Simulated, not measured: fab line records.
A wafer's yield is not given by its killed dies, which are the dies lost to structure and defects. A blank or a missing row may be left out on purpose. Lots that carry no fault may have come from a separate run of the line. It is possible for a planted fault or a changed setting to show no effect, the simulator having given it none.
A lot that was struck, set against a sound lot || flow n5 finfet || 16 steps out of a route of 1938
Sound: wafers L769.2, L769.4, L769.6. Wafers L778.1, L778.4 were the ones struck. Last of all comes the cause.
Per side, at each step with rows, come the tool, then ch with its chambers, and then its first start. Under that, the readings that differ: sound wafers || struck wafers || difference of the means || sigmas: that difference in standard deviations of wafers without a fault.
alike: readings whose means differ by less than 2 such deviations, and words and numbers that are the same on both sides. not compared: withheld readings, readings that some wafer has no value for, bounds like >300 that may hide the same value, and numbers for which the record gives no deviation and whose values overlap.
A row with sigmas, a row that says differs or no value, or rows on one side alone: a step with any of these is where the two part. Non-overlapping numbers with no deviation appear without sigmas and do not part them. Lack of a reading on every wafer of one side parts them only where that side has two or more wafers.

first, 2 steps without rows for these wafers: N5_BEOL_M4_PEB_09 (peb time 60 s); N5_BEOL_M4_DEVELOP_10 (develop time 30 s).
N5_BEOL_M4_CD_MEAS_11 targets a cd of 16.79 nm.
  sound on cd sem-02 ch 0, day 8 21:08; struck on cd sem-03 ch 0, day 11 15:22
  alike: cd nm
N5_BEOL_M4_OVL_MEAS_12:
  sound on overlay-01 ch 0, day 8 21:11; struck on overlay-02 ch 0, day 11 15:23
  alike: M4_OVL
N5_BEOL_M4_INSPECT_13: inspects for defects (brightfield).
  sound on defect inspect-01, day 8 21:14; struck on defect inspect-01, day 11 15:27
  alike: raw defect count
N5_BEOL_M4_DESCUM_16: chemistry O2, time 7 s.
  sound on rie diel-01 ch 1,2,3, day 8 21:16; struck on rie diel-01 ch 0,1, day 11 15:29
{"reading": "temp c (C)", "sound": "40.21 40.14 40.08", "struck": "39.77 39.98", "difference": -0.27, "sigmas": -2}
  alike: chamber pressure mTorr, drypump motor current A, oes product au, rf vpp V, showerhead plenum p Torr, throttle valve pct
  not compared: rf hours counter h
then, 1 step without rows for these wafers: N5_BEOL_M4_ETCH_74 (etches underlayer in N2/H2, target depth 6.5 nm, time 5.2 s).
N5_BEOL_M4_ETCH_63: etches SiARC in CF4, target depth 15.6 nm, time 26 s.
  sound on rie diel-01 ch 1,2,3, day 8 21:19; struck on rie diel-01 ch 0,1, day 11 15:32
  alike: bias w, chamber pressure mTorr, drypump motor current A, etch rf on time s, oes product au, rf vpp V, showerhead plenum p Torr, throttle valve pct
  not compared: rf hours counter h
N5_BEOL_M4_ETCH_64: etches SOC in N2/H2, target depth 75 nm, overetch 22.5 nm, time 121.9 s.
  sound on rie diel-01 ch 1,2,3, day 8 21:20; struck on rie diel-01 ch 0,1, day 11 15:34
  alike: bias w, chamber pressure mTorr, drypump motor current A, h2 flow sccm, oes product au, rf vpp V, showerhead plenum p Torr, temp c, throttle valve pct
  not compared: rf hours counter h
then, 2 steps without rows for these wafers: N5_BEOL_M4_STRIP_65 (strips in N2/H2); N5_BEOL_M4_STRIP_75 (strips in N2/H2).
N5_BEOL_M4_STRIP_66: strips in CF4.
  sound on rie diel-01 ch 1,2,3, day 8 21:28; struck on rie diel-01 ch 0,1, day 11 15:41
  alike: chamber pressure mTorr, drypump motor current A, oes product au, rf vpp V, showerhead plenum p Torr, throttle valve pct
  not compared: rf hours counter h
N5_BEOL_M4_HM_OPEN_17: chemistry Cl2/BCl3, target TiN, target depth 20 nm, overetch 6 nm.
  sound on rie metal-02 ch 0,1, day 8 21:31; struck on rie metal-02 ch 0,1, day 11 15:44
{"reading": "model.SOC_of_BEOL_M4_COAT_61.thk nm (nm)", "sound": "51.8 51.6 51.8", "struck": "49 48.8", "difference": -3, "sigmas": ""}
  alike: bias w, chamber pressure mTorr, drypump motor current A, oes product au, throttle valve pct
  not compared: rf hours counter h, model.BEOL_M4.cd offset nm
N5_BEOL_M4_STRIP_19: strips in O2.
  sound on rie diel-01 ch 1,2,3, day 8 21:38; struck on rie diel-01 ch 1,3, day 11 15:51
  alike: chamber pressure mTorr, drypump motor current A, oes product au, rf vpp V, showerhead plenum p Torr, temp c, throttle valve pct
  not compared: rf hours counter h
N5_BEOL_M4_RC_MEAS_101:
  sound on prober-02 ch 0, day 9 21:22; struck on prober-02 ch 0, day 12 07:47
{"reading": "DIBL_N (mV/V)", "sound": "37.3 36.7 38.5", "struck": "34.5 34.0", "difference": -3.2, "sigmas": -2}
{"reading": "DIBL_P (mV/V)", "sound": "37.2 35.2 38.3", "struck": "34.3 33.9", "difference": -2.8, "sigmas": -2}
  alike: IOFF_N, IOFF_P, ION_N, ION_P, SS_N, SS_P, VT_N, VT_P
then, 1 step without rows for these wafers: N5_PASSIVATION_PROBE_49.

## WHERE THEY PART
At N5_BEOL_M4_DESCUM_16 first; at N5_BEOL_M4_RC_MEAS_101 last (within this record only).

WHY: whatever the simulator had introduced
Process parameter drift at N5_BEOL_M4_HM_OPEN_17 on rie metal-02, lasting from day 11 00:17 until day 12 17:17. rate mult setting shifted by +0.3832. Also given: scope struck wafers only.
